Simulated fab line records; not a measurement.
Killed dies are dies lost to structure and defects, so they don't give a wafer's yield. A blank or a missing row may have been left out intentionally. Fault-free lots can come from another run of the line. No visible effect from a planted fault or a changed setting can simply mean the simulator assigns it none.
Which tool did it? + flow nand-harc + 24 lots, 72 wafers sampled, at 3 steps of a route of 1302

WHAT THE GAUGES SHOWED, per wafer
NHARC_A_BONDPAD_OVL_MEAS_35.
| lot  | measured     | on         | overlay-x-nm (nm) | overlay-y-nm (nm) |
|------|--------------|------------|-------------------|-------------------|
| L074 | day 23 01:56 | overlay-01 | 4 5 4             | 0 0 0             |
| L075 | day 23 05:43 | overlay-01 | 5 5 6             | -11 -10 -10       |
| L078 | day 24 12:20 | overlay-02 | -6 -6 -6          | -9 -9 -9          |
| L077 | day 24 14:04 | overlay-01 | 5 5 5             | 4 4 3             |
| L076 | day 24 14:46 | overlay-02 | -1 -1 -2          | 6 6 6             |
| L079 | day 25 00:52 | overlay-02 | -1 -1 -1          | -6 -5 -6          |
| L081 | day 25 18:40 | overlay-02 | -2 -2 -2          | 10 10 10          |
| L080 | day 25 19:01 | overlay-01 | -3 -2 -3          | 2 2 3             |
| L082 | day 26 09:54 | overlay-02 | 1 0 0             | 0 0 0             |
| L084 | day 27 12:29 | overlay-02 | -2 -2 -2          | -6 -6 -7          |
| L083 | day 27 20:12 | overlay-01 | 6 5 5             | 8 8 8             |
| L085 | day 28 00:44 | overlay-01 | -1 -2 -2          | 3 3 3             |
| L086 | day 29 00:52 | overlay-02 | 1 1 0             | 0 0 0             |
| L089 | day 29 04:32 | overlay-02 | 10 10 10          | 0 1 0             |
| L087 | day 29 04:50 | overlay-01 | 4 4 4             | -14 -15 -15       |
| L088 | day 29 11:10 | overlay-02 | -3 -3 -3          | 3 3 3             |
| L090 | day 29 17:45 | overlay-01 | 1 2 1             | 2 3 2             |
| L092 | day 30 17:36 | overlay-01 | -2 -2 -1          | 4 4 4             |
| L091 | day 30 18:37 | overlay-01 | 1 1 0             | 12 12 13          |
| L095 | day 31 09:18 | overlay-01 | -1 -1 0           | 5 5 5             |
| L093 | day 31 10:44 | overlay-01 | 1 1 1             | -3 -4 -4          |
| L094 | day 31 14:46 | overlay-02 | -10 -10 -10       | -10 -9 -10        |
| L096 | day 32 02:02 | overlay-02 | 1 1 1             | 13 13 13          |
| L097 | day 32 16:03 | overlay-02 | 2 2 2             | 4 4 4             |

NHARC_A_BONDPAD_INSPECT_23.
| lot  | measured     | on                | raw-defect-count |
|------|--------------|-------------------|------------------|
| L074 | day 23 04:38 | defect-inspect-01 | 436 695 614      |
| L075 | day 23 08:27 | defect-inspect-01 | 515 483 439      |
| L078 | day 24 15:02 | defect-inspect-02 | 424 570 503      |
| L077 | day 24 16:46 | defect-inspect-01 | 657 469 627      |
| L076 | day 24 17:26 | defect-inspect-01 | 470 500 526      |
| L079 | day 25 03:32 | defect-inspect-01 | 500 708 713      |
| L081 | day 25 21:55 | defect-inspect-02 | 570 525 566      |
| L080 | day 25 22:15 | defect-inspect-01 | 653 683 694      |
| L082 | day 26 12:40 | defect-inspect-01 | 647 706 779      |
| L084 | day 27 15:10 | defect-inspect-01 | 792 614 572      |
| L083 | day 27 22:58 | defect-inspect-02 | 597 427 561      |
| L085 | day 28 03:25 | defect-inspect-02 | 719 685 470      |
| L086 | day 29 03:34 | defect-inspect-01 | 560 608 823      |
| L089 | day 29 07:14 | defect-inspect-01 | 434 784 502      |
| L087 | day 29 07:34 | defect-inspect-01 | 430 569 422      |
| L088 | day 29 13:50 | defect-inspect-02 | 614 623 575      |
| L090 | day 29 20:26 | defect-inspect-01 | 518 635 645      |
| L092 | day 30 20:17 | defect-inspect-01 | 500 405 385      |
| L091 | day 30 21:22 | defect-inspect-02 | 707 524 817      |
| L095 | day 31 11:59 | defect-inspect-01 | 443 390 352      |
| L093 | day 31 13:24 | defect-inspect-02 | 379 463 478      |
| L094 | day 31 17:28 | defect-inspect-01 | 487 524 375      |
| L096 | day 32 05:35 | defect-inspect-01 | 522 460 594      |
| L097 | day 32 18:50 | defect-inspect-01 | 488 482 436      |

WHICH TOOL RAN EACH LOT (tool, then ch and the chambers of the sampled wafers, then the start)
| lot  | NHARC_A_BONDPAD_CMP_19        |
|------|-------------------------------|
| L074 | cmp-03 ch 2,3, day 23 04:07   |
| L075 | cmp-02 ch 0,1, day 23 07:55   |
| L078 | cmp-03 ch 1,2,3, day 24 14:32 |
| L077 | cmp-03 ch 0,1,2, day 24 16:13 |
| L076 | cmp-04 ch 0,1,3, day 24 16:56 |
| L079 | cmp-02 ch 0,1,2, day 25 03:01 |
| L081 | cmp-02 ch 0,1, day 25 21:23   |
| L080 | cmp-04 ch 0,1,3, day 25 21:46 |
| L082 | cmp-03 ch 1,2, day 26 12:09   |
| L084 | cmp-04 ch 0,1,3, day 27 14:41 |
| L083 | cmp-04 ch 1,2,3, day 27 22:28 |
| L085 | cmp-04 ch 1,3, day 28 02:55   |
| L086 | cmp-03 ch 0,1,3, day 29 03:04 |
| L089 | cmp-02 ch 0,1, day 29 06:41   |
| L087 | cmp-03 ch 1,2, day 29 07:00   |
| L088 | cmp-02 ch 1,2,3, day 29 13:18 |
| L090 | cmp-02 ch 0,1, day 29 19:56   |
| L092 | cmp-03 ch 0,3, day 30 19:44   |
| L091 | cmp-02 ch 0,3, day 30 20:50   |
| L095 | cmp-03 ch 0,2,3, day 31 11:27 |
| L093 | cmp-03 ch 1,2, day 31 12:52   |
| L094 | cmp-04 ch 0,1,3, day 31 16:59 |
| L096 | cmp-02 ch 0,1,2, day 32 05:07 |
| L097 | cmp-04 ch 1,2, day 32 18:19   |
- NHARC_A_BONDPAD_CMP_19: polishes, t overpolish 30 s, cu recess touch 16 s, target thk 169.82 nm.

WHAT THE TOOLS THEMSELVES READ (means of the sampled wafers that have a number; where no wafer has one, the mark that the record gives instead)
NHARC_A_BONDPAD_CMP_19.
| lot  | tool   | motor-current-A (A) | overpolish-run-s (s) |
|------|--------|---------------------|----------------------|
| L074 | cmp-03 | 11.1                | 30.005               |
| L075 | cmp-02 | 10.9                | 29.995               |
| L078 | cmp-03 | 12.7                | 29.995               |
| L077 | cmp-03 | 14.1                | 29.996               |
| L076 | cmp-04 | 13.3                | 29.995               |
| L079 | cmp-02 | 11.2                | 30.010               |
| L081 | cmp-02 | 11.9                | 30.016               |
| L080 | cmp-04 | 12.6                | 30.000               |
| L082 | cmp-03 | 14.0                | 30.008               |
| L084 | cmp-04 | 12.9                | 29.994               |
| L083 | cmp-04 | 12.3                | 30.002               |
| L085 | cmp-04 | 11.9                | 29.999               |
| L086 | cmp-03 | 13.0                | 29.999               |
| L089 | cmp-02 | 11.5                | 30.005               |
| L087 | cmp-03 | 14.6                | 29.997               |
| L088 | cmp-02 | 11.5                | 29.996               |
| L090 | cmp-02 | 11.1                | 30.001               |
| L092 | cmp-03 | 12.7                | 29.990               |
| L091 | cmp-02 | 11.2                | 30.000               |
| L095 | cmp-03 | 11.8                | 29.994               |
| L093 | cmp-03 | 14.2                | 30.009               |
| L094 | cmp-04 | 13.2                | 30.012               |
| L096 | cmp-02 | 11.1                | 30.001               |
| L097 | cmp-04 | 12.3                | 29.992               |

THE ANSWER, worked out from the rows above alone
Rule: what is usual is taken from the lots themselves. The widest of any qualifying gaps counts: lots, ordered by their means at a reading, are off when they make up no more than a third of the lots, leave a main group of 4 or more, and stand apart from it by 3 or more times the standard deviation of that group's means. If all means in a main group match to the digits the tables above print for the reading, that group is not used. A lot without any number at a reading at which 4 lots or more have one is off too. Where the step has rows for the other lots, those lots are counted as sound. After the gauges, taken in route order, come the tools' own readings; for these a lot's mean is taken, as printed above. The first step at which some lot is off is used, and at that step the reading that is off furthest; a lot without a number counts as furthest.
Nothing can be told from this: no lot is off at any reading shown.

WHAT THE SIMULATOR HAD INSERTED
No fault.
